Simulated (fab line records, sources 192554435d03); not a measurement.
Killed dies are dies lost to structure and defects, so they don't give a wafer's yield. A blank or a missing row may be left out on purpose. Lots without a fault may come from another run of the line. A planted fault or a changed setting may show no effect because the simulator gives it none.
fab line records | flow n5_finfet
record lots=24 wafers=72 last_day=18
route steps=1938 shown BEOL_M11@1596 BEOL_M12@1614 BEOL_M13@1674
lots that met no fault: from a run of the same line without faults
start_h: hours from the record's first day to the start of the lot's first wafer shown | wait_h: hours since the lot's step before | " the same as in the row above | L1.1+2: a row that stands for several wafers | - no value, or no start given | * or withheld: withheld | < > ~ a bound
route shown NAME@n: a module of which the file shows steps, and the number in the route of the first | usual: mean/standard deviation of fault-free wafers | same: alike in all rows | chamber/n: place in a boat | sites: the reading at each site | _std_site: their standard deviation | _edge_site: outer sites' mean less inner sites' | radius_mm: how far each site lies from the wafer's centre | mask NAME#n: copy n | behind: the tool/chamber that last shaped the wafer | hold: why the lot was held/for how many hours/how that ended | device: the transistor (n, p or np) that didn't switch | end of line: the same wafers' tests at the end of the route | a step without rows: its recipe alone | killed: dies lost to structure and defects at the first sort, not the wafer's yield | map: a wafer's dies, x killed, . not, _ none there
set.NAME: the setting as run; set.NAME@STEP: as run at that earlier step | model.NAME: the simulator's own value behind a step, which no gauge read
steps of the route over a sample of lots; a table a step, a row a wafer
services: from which hour (start_h, from the record's first day; less than 0 if before it) a tool's chamber was out of use, for how many hours, and why
## steps
# step N5_BEOL_M11_CMP_52
# recipe stop_on=SiCOH_lowk t_overpolish_s=7 down_force_psi=1 platen_rpm=50 clearing_platen_down_force_psi=1.5 clearing_platen_rpm=50 post_cmp_clean=cu_alkaline target_thk_nm=140 clearing_platen_pad_velocity_m_s=0.99484 pad_velocity_m_s=0.99484
# usual barrier_field_endpoint_s=28.7/0.67 clearing_platen_rpm=49.999/0.027 edge_zone_pressure_frac=1.000/0.0049 motor_current_A=5.9/0.39 overpolish_run_s=7.000/0.0096 time_to_endpoint_s=65.7/2.6
# columns lot.wafer tool chamber start_h wait_h barrier_field_endpoint_s clearing_platen_rpm edge_zone_pressure_frac motor_current_A overpolish_run_s time_to_endpoint_s
L074.3 cmp-03 1 226.21 0.2 29.4 50.032 1.001 5.9 7.009 68.5
L074.2 " 2 " " 28.8 49.963 1.001 6.1 6.972 69.2
L074.4 " 3 " " 29.2 50.031 0.998 5.9 6.992 67.8
L076.1 cmp-03 0 235.53 0.3 28.4 49.987 1.001 5.1 7.005 66.2
L076.2 " 2 " " 29.0 50.019 1.007 6.1 7.005 62.3
L076.5 " 1 " " 28.8 49.979 0.997 5.8 7.007 65.7
L075.3 cmp-02 3 237.95 0.2 29.4 49.980 1.013 6.1 6.998 64.4
L075.2 " 1 " " 29.3 50.076 0.996 5.5 6.991 68.2
L075.1 " 2 " " 28.9 49.990 0.994 5.9 6.998 69.6
L077.3 cmp-03 0 244.88 0.2 29.3 50.005 0.996 5.4 7.005 67.6
L077.4 " 2 " " 29.4 50.048 1.003 5.9 6.981 66.0
L077.6 " 3 " " 29.4 49.958 1.008 6.1 6.985 66.8
L078.4 cmp-01 1 255.71 0.2 30.0 49.976 1.004 6.3 7.015 66.2
L078.5 " 0 " " 29.0 50.013 0.986 6.3 7.007 66.3
L078.6 " 1 " " 29.2 50.013 1.007 6.4 6.990 67.6
L079.3 cmp-01 1 263.48 0.2 28.4 49.981 0.998 6.4 6.993 65.7
L079.2 " 3 " " 28.1 49.993 1.005 5.3 6.994 62.7
L079.6 " 2 " " 28.5 50.034 0.986 6.2 6.984 65.3
L080.4 cmp-03 2 271.81 0.1 27.8 50.010 0.996 6.0 7.000 65.3
L080.1 " 3 " " 28.2 49.972 1.002 5.8 7.009 66.6
L080.3 " 1 " " 29.0 49.982 0.996 5.9 7.011 67.3
L082.2 cmp-02 3 276.28 0.3 28.1 49.981 1.005 5.9 6.999 62.5
L082.4 " 0 " " 28.8 49.946 1.002 6.1 6.995 64.7
L082.5 " 3 " " 27.8 49.977 0.999 6.0 7.019 60.7
L081.2 cmp-02 3 280.41 0.2 28.3 49.988 0.996 5.8 6.998 68.0
L081.1 " 0 " " 27.8 50.021 0.999 6.2 7.006 67.0
L081.6 " 3 " " 28.0 49.999 0.996 5.8 7.007 64.6
L084.1 cmp-03 1 282.77 0.4 27.9 50.032 0.999 5.6 7.005 64.4
L084.5 " 2 " " 29.3 49.970 0.989 6.2 6.998 68.6
L084.6 " 3 " " 29.0 49.971 1.000 6.0 6.998 69.1
L083.4 cmp-01 3 285.83 0.1 29.9 50.007 1.004 5.1 6.999 68.9
L083.3 " 1 " " 28.6 49.997 0.995 6.5 7.002 70.3
L083.5 " 3 " " 29.7 49.996 1.001 5.2 7.007 69.6
L085.4 cmp-03 1 291.00 0.1 29.1 49.960 1.001 6.1 6.999 64.1
L085.2 " 2 " " 28.4 49.965 0.996 6.0 7.008 63.8
L085.5 " 1 " " 29.4 50.000 0.994 6.0 6.988 66.7
L086.2 cmp-03 1 303.04 0.2 28.4 50.042 1.002 6.1 7.011 68.8
L086.3 " 2 " " 27.9 49.914 0.995 6.0 6.992 65.3
L086.6 " 1 " " 28.4 50.028 1.002 5.9 7.018 66.9
L088.1 cmp-03 1 324.08 0.3 28.2 49.982 1.006 6.1 6.987 65.6
L088.4 " 0 " " 28.7 50.011 0.997 5.3 6.976 65.9
L088.5 " 1 " " 29.1 49.976 0.996 6.2 7.004 66.4
L087.2 cmp-02 3 325.41 0.2 28.3 49.992 0.996 5.6 7.001 65.3
L087.3 " 0 " " 27.9 49.950 0.995 6.4 7.004 70.1
L087.5 " 0 " " 28.4 49.972 0.996 6.1 6.993 66.5
L090.3 cmp-02 1 326.60 0.2 28.7 49.990 1.008 5.5 7.019 68.6
L090.2 " 3 " " 27.5 50.034 1.004 6.1 6.995 62.3
L090.5 " 1 " " 29.9 49.971 0.998 5.7 7.000 69.0
L091.1 cmp-02 1 334.33 0.3 28.9 49.994 0.990 5.8 7.002 68.5
L091.4 " 3 " " 28.6 49.975 1.000 5.9 6.996 62.4
L091.5 " 2 " " 28.6 50.034 0.996 6.1 7.007 64.1
L089.2 cmp-03 1 335.55 0.2 29.5 50.048 1.005 5.9 7.003 69.4
L089.3 " 2 " " 30.1 50.012 1.011 6.0 7.005 66.4
L089.6 " 2 " " 29.1 49.964 1.008 6.1 7.007 64.2
L092.3 cmp-02 1 336.81 0.2 28.9 49.989 1.001 5.8 7.015 68.8
L092.1 " 2 " " 29.5 49.986 1.001 5.6 6.991 66.0
L092.2 " 3 " " 28.9 49.963 1.001 6.1 7.011 61.6
L094.4 cmp-03 2 351.90 0.2 28.5 50.039 0.997 6.2 6.983 58.0
L094.1 " 0 " " 28.3 50.009 1.001 5.5 7.015 59.0
L094.5 " 2 " " 28.5 50.020 1.002 6.3 6.997 59.7
L093.3 cmp-03 3 354.90 0.3 27.4 49.974 1.003 6.0 7.001 63.1
L093.6 " 0 " " 27.6 49.965 1.002 5.1 7.010 62.8
L093.5 " 1 " " 27.4 50.013 1.005 6.0 7.003 63.4
L096.4 cmp-02 1 374.00 0.1 28.7 50.021 0.999 5.4 6.991 69.5
L096.2 " 3 " " 27.2 50.036 0.999 5.6 7.005 62.3
L096.1 " 0 " " 28.3 49.985 0.989 6.7 7.001 65.1
L095.2 cmp-03 2 376.38 0.2 28.4 50.004 0.995 6.2 7.003 65.9
L095.4 " 3 " " 28.6 50.002 1.005 5.7 7.014 67.1
L095.6 " 1 " " 28.0 50.029 1.007 6.0 7.003 64.9
L097.4 cmp-02 1 382.31 0.2 29.5 50.009 1.003 5.8 7.013 64.3
L097.2 " 2 " " 28.1 50.026 1.005 5.6 6.992 63.4
L097.5 " 0 " " 29.0 49.969 0.992 6.4 7.000 62.7
# step N5_BEOL_M12_INSPECT_12
# recipe mode=adi inspect_instrument=macro
# usual raw_defect_count=2.0/1.4
# columns lot.wafer tool chamber start_h wait_h raw_defect_count
L074.2 defect_inspect-02 - 227.14 0.0 3
L074.3 " - " " 1
L074.4 " - " " 2
L076.1 defect_inspect-01 - 236.50 0.0 3
L076.2 " - " " 2
L076.5 " - " " 3
L075.1 defect_inspect-02 - 239.04 0.0 1
L075.2 " - " " 3
L075.3 " - " " 1
L077.3 defect_inspect-01 - 245.83 0.0 2
L077.4 " - " " 3
L077.6 " - " " 0
L078.4 defect_inspect-01 - 256.72 0.0 0
L078.5 " - " " 1
L078.6 " - " " 3
L079.2 defect_inspect-01 - 264.58 0.0 3
L079.3 " - " " 4
L079.6 " - " " 1
L080.1 defect_inspect-02 - 272.91 0.0 1
L080.3 " - " " 8
L080.4 " - " " 1
L082.2 defect_inspect-02 - 277.22 0.0 2
L082.4 " - " " 3
L082.5 " - " " 1
L081.1 defect_inspect-02 - 281.47 0.0 1
L081.2 " - " " 0
L081.6 " - " " 1
L084.1 defect_inspect-02 - 283.63 0.0 3
L084.5 " - " " 1
L084.6 " - " " 1
L083.3 defect_inspect-02 - 286.81 0.0 0
L083.4 " - " " 2
L083.5 " - " " 3
L085.2 defect_inspect-02 - 292.10 0.0 3
L085.4 " - " " 0
L085.5 " - " " 2
L086.2 defect_inspect-02 - 304.10 0.0 3
L086.3 " - " " 3
L086.6 " - " " 1
L088.1 defect_inspect-02 - 325.17 0.0 2
L088.4 " - " " 1
L088.5 " - " " 0
L087.2 defect_inspect-01 - 326.50 0.0 2
L087.3 " - " " 4
L087.5 " - " " 2
L090.2 defect_inspect-01 - 327.66 0.0 1
L090.3 " - " " 1
L090.5 " - " " 2
L091.1 defect_inspect-02 - 335.30 0.0 3
L091.4 " - " " 2
L091.5 " - " " 0
L089.2 defect_inspect-01 - 336.52 0.0 2
L089.3 " - " " 3
L089.6 " - " " 3
L092.1 defect_inspect-02 - 337.80 0.0 6
L092.2 " - " " 1
L092.3 " - " " 0
L094.1 defect_inspect-01 - 353.05 0.0 2
L094.4 " - " " 5
L094.5 " - " " 0
L093.3 defect_inspect-02 - 355.82 0.0 4
L093.5 " - " " 1
L093.6 " - " " 2
L096.1 defect_inspect-02 - 375.09 0.0 1
L096.2 " - " " 3
L096.4 " - " " 2
L095.2 defect_inspect-01 - 377.31 0.0 2
L095.4 " - " " 0
L095.6 " - " " 1
L097.2 defect_inspect-01 - 383.35 0.0 0
L097.4 " - " " 2
L097.5 " - " " 2
# step N5_BEOL_M12_ETCH_59
# recipe chemistry=N2/H2 target=BARC target_depth_a=890 overetch_a=267 time_s=67.9 ion_energy_ev=200 pressure_mtorr=30 source_w=840 bias_w=150 n2_flow_sccm=200 h2_flow_sccm=200
# usual drypump_motor_current_A=5.57/0.28 oes_product_au=0.71/0.049 rf_vpp_V=524.5/2.1 showerhead_plenum_p_Torr=2.57/0.072 throttle_valve_pct=17.8/0.33
# columns lot.wafer tool chamber start_h wait_h drypump_motor_current_A oes_product_au rf_hours_counter_h rf_vpp_V showerhead_plenum_p_Torr throttle_valve_pct
L074.2 rie_diel-04 1 227.21 0.0 5.74 0.78 19 527.1 2.60 17.7
L074.3 " 3 " " 5.53 0.74 52 523.4 2.58 17.3
L074.4 " 0 " " 5.42 0.68 81 528.1 2.69 18.2
L076.1 rie_diel-04 1 236.57 0.0 5.76 0.77 23 524.6 2.60 17.7
L076.2 " 0 " " 5.43 0.68 83 527.0 2.69 18.2
L076.5 " 0 " " 5.41 0.68 - 527.1 2.69 18.2
L075.1 rie_diel-04 0 239.11 0.0 5.41 0.68 84 527.4 2.69 18.2
L075.2 " 1 " " 5.74 0.76 24 525.7 2.60 17.7
L075.3 " 2 " " 5.68 0.70 68 524.9 2.58 17.4
L077.3 rie_diel-04 2 245.98 0.0 5.68 0.71 71 524.2 2.58 17.4
L077.4 " 3 " " 5.53 0.73 58 525.4 2.58 17.4
L077.6 " 3 " " 5.53 0.73 - 525.0 2.58 17.4
L078.4 rie_diel-03 2 257.39 0.0 5.68 0.72 59 529.1 2.69 17.5
L078.5 " 1 " " 5.57 0.78 - 521.3 2.49 17.5
L078.6 " 2 " " 5.66 0.72 - 528.2 2.69 17.5
L079.2 rie_diel-04 1 264.65 0.0 5.75 0.75 33 526.0 2.59 17.7
L079.3 " 3 " " 5.51 0.73 65 524.0 2.57 17.4
L079.6 " 3 " " 5.52 0.71 - 524.0 2.57 17.4
L080.1 rie_diel-03 1 272.98 0.0 5.57 0.77 16 522.7 2.49 17.5
L080.3 " 3 " " 5.68 0.77 33 524.0 2.60 18.2
L080.4 " 2 " " 5.64 0.72 64 528.8 2.69 17.5
L082.2 rie_diel-03 3 277.29 0.0 5.67 0.77 34 524.8 2.60 18.2
L082.4 " 0 " " 5.08 0.70 - 521.8 2.47 17.9
L082.5 " 3 " " 5.67 0.77 - 524.5 2.60 18.2
L081.1 rie_diel-03 3 281.54 0.0 5.69 0.76 37 526.5 2.60 18.2
L081.2 " 1 " " 5.55 0.76 19 522.1 2.49 17.5
L081.6 " 0 " " 5.07 0.70 - 523.4 2.47 17.9
L084.1 rie_diel-04 0 283.70 0.0 5.42 0.66 100 525.9 2.68 18.2
L084.5 " 3 " " 5.53 0.72 - 522.4 2.57 17.4
L084.6 " 2 " " 5.68 0.70 - 527.0 2.58 17.5
L083.3 rie_diel-06 2 286.88 0.0 5.00 0.67 126 521.3 2.45 18.1
L083.4 " 2 " " 4.99 0.67 - 522.0 2.45 18.1
L083.5 " 3 " " 6.51 0.59 - 525.4 2.61 18.2
L085.2 rie_diel-03 0 292.18 0.0 5.04 0.70 86 522.0 2.46 17.9
L085.4 " 1 " " 5.56 0.76 24 521.8 2.49 17.5
L085.5 " 3 " " 5.66 0.77 - 525.0 2.60 18.2
L086.2 rie_diel-04 2 304.17 0.0 5.70 0.69 90 523.9 2.57 17.5
L086.3 " 0 " " 5.41 0.66 107 528.1 2.68 18.2
L086.6 " 1 " " 5.74 0.73 - 525.5 2.59 17.7
L088.1 rie_diel-04 0 325.36 0.0 5.42 0.66 114 526.3 2.68 18.3
L088.4 " 2 " " 5.66 0.68 98 523.8 2.57 17.5
L088.5 " 1 " " 5.78 0.73 - 524.6 2.58 17.7
L087.2 rie_diel-04 3 326.57 0.0 5.49 0.70 85 524.7 2.57 17.4
L087.3 " 0 " " 5.42 0.66 114 527.7 2.68 18.3
L087.5 " 1 " " 5.74 0.73 - 525.3 2.58 17.7
L090.2 rie_diel-03 3 327.73 0.0 5.67 0.75 51 526.5 2.59 18.2
L090.3 " 0 " " 5.08 0.69 97 521.7 2.46 17.9
L090.5 " 1 " " 5.58 0.74 - 523.2 2.48 17.6
L091.1 rie_diel-06 0 335.37 0.0 5.47 0.59 241 523.3 2.51 17.8
L091.4 " 3 " " 6.46 0.83 1 524.6 2.61 17.8
L091.5 " 3 " " 6.50 0.83 - 525.6 2.60 17.8
L089.2 rie_diel-04 1 336.59 0.0 5.74 0.73 57 524.5 2.58 17.7
L089.3 " 0 " " 5.41 0.65 116 526.1 2.67 18.3
L089.6 " 1 " " 5.73 0.72 - 525.1 2.58 17.7
L092.1 rie_diel-04 0 338.04 0.0 5.40 0.64 117 526.9 2.67 18.3
L092.2 " 1 " " 5.76 0.72 57 524.6 2.58 17.7
L092.3 " 3 " " 5.52 0.70 88 524.0 2.56 17.4
L094.1 rie_diel-04 1 353.12 0.0 5.76 0.72 63 525.7 2.58 17.7
L094.4 " 0 " " 5.41 0.65 123 526.4 2.67 18.3
L094.5 " 3 " " 5.53 0.69 - 524.4 2.56 17.4
L093.3 rie_diel-03 1 355.95 0.0 5.55 0.74 43 522.0 2.48 17.6
L093.5 " 1 " " 5.56 0.73 - 523.4 2.48 17.6
L093.6 " 0 " " 5.03 0.67 - 521.0 2.45 17.9
L096.1 rie_diel-04 2 375.16 0.0 5.71 0.67 115 523.7 2.56 17.5
L096.2 " 3 " " 5.52 0.68 102 524.6 2.56 17.4
L096.4 " 3 " " 5.51 0.69 - 524.4 2.56 17.4
L095.2 rie_diel-04 2 377.38 0.0 5.68 0.67 115 524.8 2.56 17.5
L095.4 " 0 " " 5.41 0.64 - 529.2 2.67 18.3
L095.6 " 3 " " 5.53 0.69 - 526.1 2.56 17.5
L097.2 rie_diel-06 3 383.75 0.0 6.48 0.77 23 524.6 2.60 17.9
L097.4 " 1 " " 5.32 0.59 - 520.5 2.42 18.3
L097.5 " 3 " " 6.49 0.77 - 524.4 2.60 17.9
# step N5_BEOL_M12_STRIP_63
# recipe chemistry=N2/H2 power_w=1000 temp_c=250 h2_frac=0.65 overash_fraction=0.3 pressure_mtorr=1000 n2_flow_sccm=1750 h2_flow_sccm=3250
# usual drypump_motor_current_A=5.8/0.62 heater_power_w=344/28 oes_product_au=0.693/0.0045 strip_time_to_endpoint_s=42.5/0.74
# columns lot.wafer tool chamber start_h wait_h drypump_motor_current_A heater_power_w oes_product_au rf_hours_counter_h strip_time_to_endpoint_s
L074.2 plasma_asher-02 0 227.46 - 5.8 317 0.699 61 41.6
L074.3 " 1 " " 4.9 387 0.694 - 42.0
L074.4 " 0 " " 5.7 327 0.693 - 41.0
L076.1 plasma_asher-01 1 236.82 - 6.7 335 0.696 126 42.4
L076.2 " 0 " " 6.1 322 0.692 126 42.0
L076.5 " 1 " " 6.6 344 0.694 - 41.7
L075.1 plasma_asher-01 0 239.36 - 6.1 328 0.699 126 42.3
L075.2 " 1 " " 6.6 339 0.691 126 43.1
L075.3 " 0 " " 6.1 322 0.698 - 42.7
L077.3 plasma_asher-02 0 246.25 - 5.7 326 0.692 - 43.1
L077.4 " 1 " " 4.9 383 0.687 - 42.5
L077.6 " 0 " " 5.7 324 0.691 - 42.7
L078.4 plasma_asher-02 0 257.66 - 5.7 319 0.699 - 42.7
L078.5 " 0 " " 5.7 329 0.693 - 42.2
L078.6 " 1 " " 4.9 384 0.695 - 42.9
L079.2 plasma_asher-02 0 264.91 - 5.7 323 0.692 69 43.0
L079.3 " 1 " " 4.9 385 0.694 - 41.8
L079.6 " 0 " " 5.7 327 0.688 - 42.1
L080.1 plasma_asher-02 0 273.23 - 5.8 324 0.702 71 43.7
L080.3 " 1 " " 4.9 398 0.690 - 42.9
L080.4 " 0 " " 5.7 320 0.701 - 43.7
L082.2 plasma_asher-01 1 277.54 - 6.6 336 0.695 134 42.8
L082.4 " 0 " " 6.1 331 0.693 - 42.4
L082.5 " 1 " " 6.6 326 0.695 - 42.3
L081.1 plasma_asher-02 1 281.79 - 4.9 387 0.692 72 42.7
L081.2 " 0 " " 5.8 332 0.697 72 43.8
L081.6 " 0 " " 5.7 333 0.693 - 43.0
L084.1 plasma_asher-01 1 283.95 - 6.6 325 0.699 135 43.6
L084.5 " 1 " " 6.6 335 0.692 - 42.4
L084.6 " 0 " " 6.1 329 0.687 - 42.3
L083.3 plasma_asher-02 1 287.15 - 4.9 386 0.703 - 43.5
L083.4 " 0 " " 5.7 325 0.698 - 43.2
L083.5 " 1 " " 4.9 379 0.692 - 42.4
L085.2 plasma_asher-01 0 292.43 - 6.1 326 0.694 137 42.5
L085.4 " 1 " " 6.6 327 0.689 - 41.7
L085.5 " 0 " " 6.1 315 0.692 - 41.9
L086.2 plasma_asher-02 0 304.42 - 5.8 320 0.696 76 44.0
L086.3 " 0 " " 5.8 323 0.686 - 43.7
L086.6 " 1 " " 4.9 391 0.694 - 42.3
L088.1 plasma_asher-02 1 325.61 - 4.9 383 0.691 80 42.9
L088.4 " 1 " " 4.9 386 0.690 - 41.6
L088.5 " 1 " " 4.9 383 0.691 - 41.2
L087.2 plasma_asher-01 1 326.82 - 6.6 337 0.690 143 42.7
L087.3 " 1 " " 6.6 330 0.695 - 43.3
L087.5 " 1 " " 6.6 334 0.695 - 42.5
L090.2 plasma_asher-01 0 327.98 - 6.1 324 0.700 143 43.2
L090.3 " 1 " " 6.6 325 0.699 - 42.9
L090.5 " 0 " " 6.1 325 0.689 - 41.9
L091.1 plasma_asher-02 1 335.62 - 4.9 394 0.703 83 43.0
L091.4 " 1 " " 4.9 389 0.694 - 40.8
L091.5 " 1 " " 4.9 390 0.692 - 42.4
L089.2 plasma_asher-01 1 336.84 - 6.7 331 0.690 145 42.1
L089.3 " 0 " " 6.1 318 0.685 - 43.1
L089.6 " 1 " " 6.6 336 0.694 - 42.5
L092.1 plasma_asher-01 1 338.30 - 6.6 336 0.698 145 42.5
L092.2 " 0 " " 6.1 331 0.694 145 42.5
L092.3 " 1 " " 6.6 329 0.689 - 42.3
L094.1 plasma_asher-01 1 353.37 - 6.6 338 0.693 148 44.0
L094.4 " 1 " " 6.6 332 0.689 - 44.1
L094.5 " 1 " " 6.6 330 0.691 - 42.8
L093.3 plasma_asher-02 1 356.22 - 4.9 382 0.691 - 40.9
L093.5 " 1 " " 5.0 387 0.692 - 41.6
L093.6 " 0 " " 5.7 325 0.691 - 41.6
L096.1 plasma_asher-02 0 375.42 - 5.7 323 0.691 90 42.7
L096.2 " 1 " " 4.9 388 0.699 90 42.9
L096.4 " 1 " " 4.9 386 0.690 - 41.4
L095.2 plasma_asher-02 0 377.63 - 5.8 330 0.702 90 42.9
L095.4 " 1 " " 4.9 395 0.692 - 42.1
L095.6 " 0 " " 5.7 326 0.688 - 41.2
L097.2 plasma_asher-02 0 384.00 - 5.7 331 0.687 92 42.8
L097.4 " 0 " " 5.7 330 0.696 - 42.3
L097.5 " 0 " " 5.7 325 0.692 - 41.3
# step N5_BEOL_M12_OCD_MEAS_35
# usual trench_depth_nm=319/3.8
# columns lot.wafer tool chamber start_h wait_h trench_depth_nm
L074.2 ocd-02 - 228.84 0.0 319
L074.3 " - " " 321
L074.4 " - " " 318
L076.1 ocd-01 - 238.02 0.0 322
L076.2 " - " " 322
L076.5 " - " " 320
L075.1 ocd-01 - 240.66 0.0 318
L075.2 " - " " 323
L075.3 " - " " 321
L077.3 ocd-02 - 247.50 0.0 313
L077.4 " - " " 322
L077.6 " - " " 316
L078.4 ocd-01 - 258.95 0.0 321
L078.5 " - " " 311
L078.6 " - " " 315
L079.2 ocd-02 - 266.05 0.0 321
L079.3 " - " " 320
L079.6 " - " " 320
L080.1 ocd-02 - 274.37 0.0 319
L080.3 " - " " 316
L080.4 " - " " 314
L082.2 ocd-02 - 278.80 0.0 324
L082.4 " - " " 317
L082.5 " - " " 323
L081.1 ocd-02 - 282.94 0.0 320
L081.2 " - " " 320
L081.6 " - " " 320
L084.1 ocd-01 - 285.10 0.0 323
L084.5 " - " " 321
L084.6 " - " " 322
L083.3 ocd-02 - 288.57 0.0 318
L083.4 " - " " 318
L083.5 " - " " 312
L085.2 ocd-01 - 293.58 0.0 318
L085.4 " - " " 322
L085.5 " - " " 319
L086.2 ocd-02 - 308.57 0.0 320
L086.3 " - " " 318
L086.6 " - " " 318
L088.1 ocd-01 - 327.00 0.0 315
L088.4 " - " " 320
L088.5 " - " " 315
L087.2 ocd-01 - 328.09 0.0 317
L087.3 " - " " 322
L087.5 " - " " 316
L090.2 ocd-02 - 329.12 0.0 316
L090.3 " - " " 324
L090.5 " - " " 320
L091.1 ocd-01 - 337.01 0.0 311
L091.4 " - " " 318
L091.5 " - " " 313
L089.2 ocd-01 - 338.94 0.0 318
L089.3 " - " " 318
L089.6 " - " " 318
L092.1 ocd-01 - 339.75 0.0 319
L092.2 " - " " 323
L092.3 " - " " 324
L094.1 ocd-02 - 354.74 0.0 316
L094.4 " - " " 321
L094.5 " - " " 316
L093.3 ocd-01 - 357.37 0.0 318
L093.5 " - " " 319
L093.6 " - " " 319
L096.1 ocd-02 - 376.55 0.0 317
L096.2 " - " " 320
L096.4 " - " " 319
L095.2 ocd-02 - 378.77 0.0 323
L095.4 " - " " 319
L095.6 " - " " 330
L097.2 ocd-01 - 385.28 0.0 314
L097.4 " - " " 318
L097.5 " - " " 317
# step N5_BEOL_M13_VIA_ETCH_16
# recipe chemistry=C4F8/O2/Ar target=SiOC pressure_mtorr=30 source_w=3000 bias_w=700 Ar_flow_sccm=400 C4F8_flow_sccm=15 O2_flow_sccm=8 he_inner_torr=15 he_outer_torr=30 target_depth_a=9217 time_s=withheld ion_energy_ev=250 ends=cleared
# usual drypump_motor_current_A=5.9/0.34 oes_product_au=0.73/0.085 rf_vpp_V=665.9/2 showerhead_plenum_p_Torr=3.42/0.066 throttle_valve_pct=24.15/0.26
# columns lot.wafer tool chamber start_h wait_h drypump_motor_current_A oes_product_au rf_vpp_V showerhead_plenum_p_Torr throttle_valve_pct
L074.2 rie_diel-01 0 232.40 0.0 6.3 0.87 668.4 3.49 23.73
L074.3 " 1 " " 5.9 0.60 663.3 3.37 24.19
L074.4 " 3 " " 5.8 0.70 663.1 3.29 24.43
L076.1 rie_diel-01 3 242.72 0.0 5.8 0.70 662.7 3.29 24.45
L076.2 " 2 " " 5.5 0.61 668.8 3.49 24.46
L076.5 " 2 " " 5.5 0.61 667.7 3.49 24.43
L075.1 rie_diel-01 2 243.47 0.0 5.5 0.60 667.8 3.49 24.45
L075.2 " 0 " " 6.3 0.85 668.4 3.49 23.74
L075.3 " 3 " " 5.8 0.70 661.4 3.29 24.43
L077.3 rie_diel-01 2 252.05 0.0 5.5 0.59 668.9 3.49 24.44
L077.4 " 0 " " 6.3 0.86 668.0 3.49 23.73
L077.6 " 3 " " 5.8 0.69 661.0 3.29 24.43
L078.4 rie_diel-02 1 268.28 0.0 6.4 0.64 665.7 3.39 24.48
L078.5 " 3 " " 5.7 0.65 664.3 3.41 23.97
L078.6 " 2 " " 6.3 0.81 667.5 3.48 24.30
L079.2 rie_diel-01 0 268.55 0.0 6.3 0.84 667.6 3.48 23.72
L079.3 " 1 " " 5.9 0.88 663.2 3.36 23.93
L079.6 " 0 " " 6.3 0.84 666.1 3.48 23.72
L080.1 rie_diel-02 2 279.72 0.0 6.3 0.80 667.7 3.48 24.31
L080.3 " 3 " " 5.7 0.64 664.9 3.41 23.96
L080.4 " 1 " " 6.4 0.64 664.0 3.38 24.49
L082.2 rie_diel-05 2 281.66 0.0 5.5 0.71 667.7 3.44 24.11
L082.4 " 3 " " 6.0 0.62 668.3 3.50 24.22
L082.5 " 0 " " 6.1 0.76 668.6 3.46 24.37
L081.1 rie_diel-01 0 285.47 0.0 6.4 0.83 667.7 3.48 23.73
L081.2 " 1 " " 5.9 0.84 663.4 3.36 23.95
L081.6 " 2 " " 5.5 0.59 667.7 3.49 24.47
L084.1 rie_diel-02 2 287.99 0.0 6.3 0.80 667.4 3.48 24.30
L084.5 " 0 " " 5.4 0.70 666.7 3.44 24.21
L084.6 " 3 " " 5.7 0.65 666.2 3.41 23.99
L083.3 rie_diel-01 0 293.11 0.0 6.3 0.82 668.1 3.48 23.76
L083.4 " 3 " " 5.8 0.69 663.2 3.28 24.45
L083.5 " 0 " " 6.3 0.82 667.9 3.48 23.74
L085.2 rie_diel-05 2 301.69 0.0 5.5 0.71 666.7 3.44 24.13
L085.4 " 0 " " 6.1 0.75 666.6 3.46 24.40
L085.5 " 3 " " 6.0 0.86 667.6 3.50 23.87
L086.2 rie_diel-05 0 312.92 0.0 6.1 0.74 667.5 3.45 24.41
L086.3 " 3 " " 6.0 0.84 666.9 3.50 23.90
L086.6 " 2 " " 5.5 0.70 666.5 3.43 24.14
L088.1 rie_diel-02 2 334.12 0.0 6.3 0.78 667.2 3.47 24.32
L088.4 " 0 " " 5.4 0.68 666.9 3.43 24.21
L088.5 " 3 " " 5.7 0.64 665.0 3.40 24.00
L090.2 rie_diel-02 0 334.63 0.0 5.4 0.68 665.7 3.43 24.22
L090.3 " 1 " " 6.4 0.63 665.8 3.38 24.50
L090.5 " 3 " " 5.7 0.64 664.4 3.40 23.99
L087.2 rie_diel-05 3 334.76 0.0 6.0 0.84 666.7 3.50 23.91
L087.3 " 0 " " 6.1 0.73 667.6 3.45 24.42
L087.5 " 2 " " 5.5 0.70 665.3 3.43 24.13
L091.1 rie_diel-02 1 339.64 0.0 6.3 0.64 663.2 3.38 24.51
L091.4 " 3 " " 5.7 0.63 664.9 3.40 23.99
L091.5 " 2 " " 6.3 0.78 666.6 3.47 24.33
L089.2 rie_diel-02 3 345.14 0.0 5.6 0.63 666.5 3.40 24.00
L089.3 " 2 " " 6.3 0.78 665.9 3.47 24.35
L089.6 " 0 " " 5.4 0.67 664.3 3.43 24.24
L092.1 rie_diel-01 1 345.69 0.0 5.9 0.82 665.2 3.35 23.97
L092.2 " 2 " " 5.5 0.87 666.4 3.48 24.13
L092.3 " 3 " " 5.8 0.67 661.7 3.27 24.49
L094.1 rie_diel-05 2 364.10 0.0 5.5 0.69 665.3 3.43 24.14
L094.4 " 0 " " 6.1 0.73 667.1 3.45 24.42
L094.5 " 3 " " 6.0 0.80 667.9 3.49 23.91
L093.3 rie_diel-01 1 364.18 0.0 5.9 0.80 663.7 3.35 23.96
L093.5 " 3 " " 5.8 0.68 661.0 3.27 24.48
L093.6 " 2 " " 5.5 0.85 667.3 3.48 24.16
L096.1 rie_diel-01 2 385.36 0.0 5.5 0.84 667.6 3.47 24.18
L096.2 " 1 " " 5.9 0.79 662.0 3.35 23.98
L096.4 " 0 " " 6.3 0.79 664.8 3.46 23.76
L095.2 rie_diel-01 1 386.30 0.0 5.9 0.80 664.3 3.35 23.97
L095.4 " 1 " " 5.9 0.79 664.2 3.35 23.97
L095.6 " 0 " " 6.4 0.79 668.0 3.46 23.77
L097.2 rie_diel-02 3 392.67 0.0 5.7 0.63 663.1 3.39 24.02
L097.4 " 2 " " 6.4 0.76 667.5 3.46 24.35
L097.5 " 1 " " 6.4 0.62 663.8 3.37 24.52
## services
# columns tool chamber start_h hours kind
plasma_asher-02 - 209.69 3.4 repair
cmp-02 - 215.18 2.3 repair
cmp-03 - 220.46 0.3 repair
cmp-03 - 226.68 4.0 pm
cmp-03 - 240.87 2.0 repair
rie_diel-02 - 275.29 0.6 repair
rie_diel-03 2 276.78 12.1 repair
cmp-02 - 288.98 0.9 repair
rie_diel-02 - 303.01 0.5 repair
cmp-03 - 304.46 4.4 repair
rie_diel-01 0 311.36 5.4 repair
rie_diel-03 1 329.69 7.5 repair
rie_diel-03 3 332.74 11.1 repair
rie_diel-01 - 338.55 0.3 repair
cmp-02 - 341.88 5.1 pm
rie_diel-02 2 361.69 4.1 repair
cmp-02 - 365.98 6.9 pm
rie_diel-04 1 374.84 12.1 repair
rie_diel-02 3 376.49 1.6 repair
rie_diel-01 1 377.45 5.0 repair
cmp-03 - 381.15 11.6 pm
rie_diel-01 3 382.03 6.1 repair
plasma_asher-02 - 385.48 3.1 repair
rie_diel-04 2 388.69 8.6 repair
## key
fault none
